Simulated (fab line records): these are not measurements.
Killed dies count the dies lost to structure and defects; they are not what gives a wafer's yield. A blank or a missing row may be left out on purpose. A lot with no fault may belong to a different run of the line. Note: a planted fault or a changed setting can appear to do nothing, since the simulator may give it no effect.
Chamber matching    flow n5 finfet    N5_DUMMY_GATE_TRIM_49 on rie si-05 has 4 sister chambers
The step chemistry O2, time 29 s, target cd 14 nm. 4 wafers are shown with their chamber, then 8 later ones without.

WAFERS PAIRED WITH THEIR CHAMBERS
wafer   chamber  drypump motor current A (A)
L083.5  3        6.5
L086.1  2        6.2
L086.2  0        5.2
L087.1  1        4.9

WAFERS MISSING THEIR CHAMBER
wafer   drypump motor current A (A)
L087.2  6.2
L087.6  6.2
L091.1  6.1
L091.3  5.2
L091.4  4.9
L095.2  5.2
L095.4  6.5
L095.5  5.2

WHICH CHAMBER EACH WENT THROUGH
wafer   from the rows above  in truth
L087.2  2                    2
L087.6  2                    2
L091.1  2                    2
L091.3  0                    0
L091.4  1                    1
L095.2  0                    0
L095.4  3                    3
L095.5  0                    0
8 of 8 placed correctly. Not placeable from these rows: 0. Wrongly placed: 0.
How it was worked out, from the rows above alone: a wafer's distance from a chamber is the root of the sum, over the readings, of the square of ((its reading less the chamber's mean) divided by the reading's scatter). If the next closest chamber is less than 2 further off than the closest, the wafer can't be placed; otherwise it belongs to the closest. Each chamber's mean is taken over the wafers shown for it. The scatter: root of mean squared gap, hidden wafer to nearest shown wafer, with one shown wafer a chamber.
